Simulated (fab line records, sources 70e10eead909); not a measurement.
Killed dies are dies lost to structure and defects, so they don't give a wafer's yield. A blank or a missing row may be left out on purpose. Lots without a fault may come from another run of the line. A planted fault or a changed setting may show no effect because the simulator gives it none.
fab line records | flow nand_harc
record lots=5 wafers=15 last_day=35
route steps=1302 shown A_ZERO_WELL@412 A_SOURCE_PLATE@413 A_ONON_D1@424 END@1302
lots that met no fault: from a run of the same line without faults
start_h: hours from the record's first day to the start of the lot's first wafer shown | wait_h: hours since the lot's step before | " the same as in the row above | L1.1+2: a row that stands for several wafers | - no value, or no start given | * or withheld: withheld | < > ~ a bound
route shown NAME@n: a module of which the file shows steps, and the number in the route of the first | usual: mean/standard deviation of fault-free wafers | same: alike in all rows | chamber/n: place in a boat | sites: the reading at each site | _std_site: their standard deviation | _edge_site: outer sites' mean less inner sites' | radius_mm: how far each site lies from the wafer's centre | mask NAME#n: copy n | behind: the tool/chamber that last shaped the wafer | hold: why the lot was held/for how many hours/how that ended | device: the transistor (n, p or np) that didn't switch | end of line: the same wafers' tests at the end of the route | a step without rows: its recipe alone | killed: dies lost to structure and defects at the first sort, not the wafer's yield | map: a wafer's dies, x killed, . not, _ none there
set.NAME: the setting as run; set.NAME@STEP: as run at that earlier step | model.NAME: the simulator's own value behind a step, which no gauge read
lots at some steps of the route; a table a step, a row a wafer
services: from which hour (start_h, from the record's first day; less than 0 if before it) a tool's chamber was out of use, for how many hours, and why
## steps
# step NHARC_A_ZERO_WELL_INSPECT_17
# usual raw_defect_count=11/5.6
# columns lot.wafer tool chamber start_h wait_h raw_defect_count
L622.1 defect_inspect-02 - 157.15 0.2 19
L622.3 " - " " 16
L622.6 " - " " 20
L624.2 defect_inspect-02 - 178.84 0.1 14
L624.5 " - " " 8
L624.6 " - " " 12
L626.2 defect_inspect-01 - 196.93 0.1 6
L626.4 " - " " 9
L626.6 " - " " 2
L632.1 defect_inspect-02 - 257.45 0.2 10
L632.2 " - " " 14
L632.5 " - " " 11
L642.4 defect_inspect-02 - 366.82 0.1 9
L642.5 " - " " 14
L642.6 " - " " 8
# step NHARC_A_SOURCE_PLATE_PRECLEAN_00
# recipe time_s=60 chemistry=HF-LAST
# step NHARC_A_SOURCE_PLATE_SRD_01
# step NHARC_A_SOURCE_PLATE_OXIDE_02
# recipe target_thk_a=100 temp_c=900 ox_time_s=1362 material=SiO2
# step NHARC_A_SOURCE_PLATE_THK_MEAS_09
# recipe thk_meas_gauge=ellipsometry
# usual thk_nm=9.7/1.2
# columns lot.wafer tool chamber start_h wait_h thk_nm
L622.1 film_metro-01 - 164.44 0.4 8.9
L622.3 " - " " 11.2
L622.6 " - " " 10.5
L624.2 film_metro-01 - 186.18 0.4 10.0
L624.5 " - " " 9.0
L624.6 " - " " 10.4
L626.2 film_metro-02 - 203.69 0.4 9.4
L626.4 " - " " 10.8
L626.6 " - " " 11.2
L632.1 film_metro-01 - 264.32 0.4 9.6
L632.2 " - " " 10.1
L632.5 " - " " 10.5
L642.4 film_metro-01 - 376.18 0.4 8.9
L642.5 " - " " 9.7
L642.6 " - " " 9.3
# step NHARC_A_SOURCE_PLATE_PVD_04
# recipe target_thk_a=500 material=WSi2
# step NHARC_A_SOURCE_PLATE_CVD_03
# recipe target_thk_a=2000 temp_c=620 pressure_mtorr=200 time_s=4000 material=poly-Si
# step NHARC_A_SOURCE_PLATE_ANNEAL_05
# recipe temp_c=850 time_s=1800
# step NHARC_A_SOURCE_PLATE_THK_MEAS_06
# recipe thk_meas_gauge=ellipsometry
# usual thk_nm=199.6/2.2
# columns lot.wafer tool chamber start_h wait_h thk_nm
L622.1 film_metro-01 - 177.45 0.4 201.3
L622.3 " - " " 200.1
L622.6 " - " " 199.2
L624.2 film_metro-01 - 200.69 0.4 199.6
L624.5 " - " " 200.1
L624.6 " - " " 202.2
L626.2 film_metro-02 - 216.66 0.4 200.7
L626.4 " - " " 199.4
L626.6 " - " " 198.7
L632.1 film_metro-02 - 276.81 0.4 199.6
L632.2 " - " " 199.7
L632.5 " - " " 199.9
L642.4 film_metro-02 - 389.81 0.4 197.5
L642.5 " - " " 197.2
L642.6 " - " " 195.3
# step NHARC_A_SOURCE_PLATE_INSPECT_08
# usual raw_defect_count=60/22
# columns lot.wafer tool chamber start_h wait_h raw_defect_count
L622.1 defect_inspect-01 - 177.51 0.0 45
L622.3 " - " " 36
L622.6 " - " " 68
L624.2 defect_inspect-01 - 200.80 0.0 84
L624.5 " - " " 92
L624.6 " - " " 63
L626.2 defect_inspect-02 - 216.72 0.0 103
L626.4 " - " " 92
L626.6 " - " " 86
L632.1 defect_inspect-01 - 276.90 0.0 52
L632.2 " - " " 45
L632.5 " - " " 25
L642.4 defect_inspect-01 - 389.89 0.0 45
L642.5 " - " " 62
L642.6 " - " " 29
# step NHARC_A_ONON_D1_DEP_00
# recipe target_thk_a=10000 n2_flow_sccm=2750 n2o_flow_sccm=2000 nh3_flow_sccm=500 sih4_flow_sccm=210 temp_c=400
# columns lot.wafer tool chamber start_h wait_h
L622.1+3+6 pecvd_onon-02 0 177.58 0.1
L624.2+5+6 pecvd_onon-02 0 200.92 0.1
L626.2+4+6 pecvd_onon-02 0 216.84 0.1
L632.1+2+5 pecvd_onon-04 0 276.96 0.1
L642.4+5+6 pecvd_onon-04 0 390.13 0.2
# step NHARC_A_ONON_D1_THK_MEAS_02
# recipe thk_meas_gauge=ellipsometry
# usual thk_nm=1001/11
# columns lot.wafer tool chamber start_h wait_h thk_nm
L622.1 film_metro-01 - 178.09 - 1003
L622.3 " - " " 1003
L622.6 " - " " 1005
L624.2 film_metro-01 - 201.38 - 1007
L624.5 " - " " 1006
L624.6 " - " " 1008
L626.2 film_metro-02 - 217.29 - 1025
L626.4 " - " " 1026
L626.6 " - " " 1027
L632.1 film_metro-02 - 277.47 - 1017
L632.2 " - " " 1018
L632.5 " - " " 1018
L642.4 film_metro-02 - 390.47 - 1046
L642.5 " - " " 1000
L642.6 " - " " 1002
# step NHARC_A_ONON_D1_DEP_03
# recipe target_thk_a=10000 n2_flow_sccm=2750 n2o_flow_sccm=2000 nh3_flow_sccm=500 sih4_flow_sccm=210 temp_c=400
# step NHARC_END_SORT_01
# recipe temp_c=25
# usual killed_at_array=52/19 killed_at_other=0.8/1 killed_at_periphery=3.7/2.5 killed_dies=56/19 killed_open=3.5/2 killed_short=2.2/1.4
# same gross_dies=677
# columns lot.wafer tool chamber start_h wait_h killed_at_array killed_at_other killed_at_periphery killed_dies killed_open killed_short
L626.2 prober-01 0 606.02 2.8 57 2 6 65 1 4
L626.4 prober-01 0 607.60 3.4 52 4 5 61 2 2
L626.6 prober-01 0 609.19 4.0 53 1 5 59 4 1
# killed by level:class
L626.2 A_SLIT:chamber_film_flake=30 A_CHANNEL_HOLE_D2:chamber_film_flake=12 A_CHANNEL_HOLE_D1:chamber_film_flake=6 P_M2:chamber_film_flake=5 A_ONON_D1:geometric_particle:short=2 THIN_TSV:chamber_film_flake=2 P_STI:geometric_particle:short=1 A_SOURCE_PLATE:geometric_particle:short=1
L626.4 A_SLIT:chamber_film_flake=29 A_CHANNEL_HOLE_D2:chamber_film_flake=15 P_M2:chamber_film_flake=3 THIN_TSV:chamber_film_flake=3 A_CHANNEL_HOLE_D1:chamber_film_flake=2 A_CONTACT:chamber_film_flake=2 P_M0:geometric_particle:open=1 A_DECK1_JOINT:geometric_particle:short=1
L626.6 A_SLIT:chamber_film_flake=32 A_CHANNEL_HOLE_D1:chamber_film_flake=8 P_M2:chamber_film_flake=3 A_CHANNEL_HOLE_D2:chamber_film_flake=3 A_STAIRCASE:chamber_film_flake=3 A_DECK1_JOINT:chamber_film_flake=2 A_CONTACT:chamber_film_flake=2 P_GATE:geometric_particle:open=1
## services
# columns tool chamber start_h hours kind
pecvd_onon-02 - 185.57 13.0 pm
pecvd_onon-04 - 311.84 13.0 pm
pecvd_onon-02 - 366.57 13.0 pm
## key
first_sign step=NHARC_A_ONON_D1_THK_MEAS_02 reading=thk_nm direction=up sigmas=3.9 usual=1001 struck=1046
effect none on later readings
met_at NHARC_A_ONON_D1_DEP_00
struck_wafers L642.4
tester_left_out L642
onset_between 276.96 390.13
fault kind=process_parameter_drift tool=pecvd_onon-04 chamber=- onset_h=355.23 steps=NHARC_A_ONON_D1_DEP_00 channel=target_thk_a offset=* shape=step end_h=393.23 scope=struck_wafers_only acts_in=* stated=*
# tester_left_out: of these lots the tester's yield and bins aren't shown, on N5 and GAA mostly nor the transistor test; their killed dies are dies lost to structure and defects alone, not to doping, threshold or leakage, so they don't give the yield
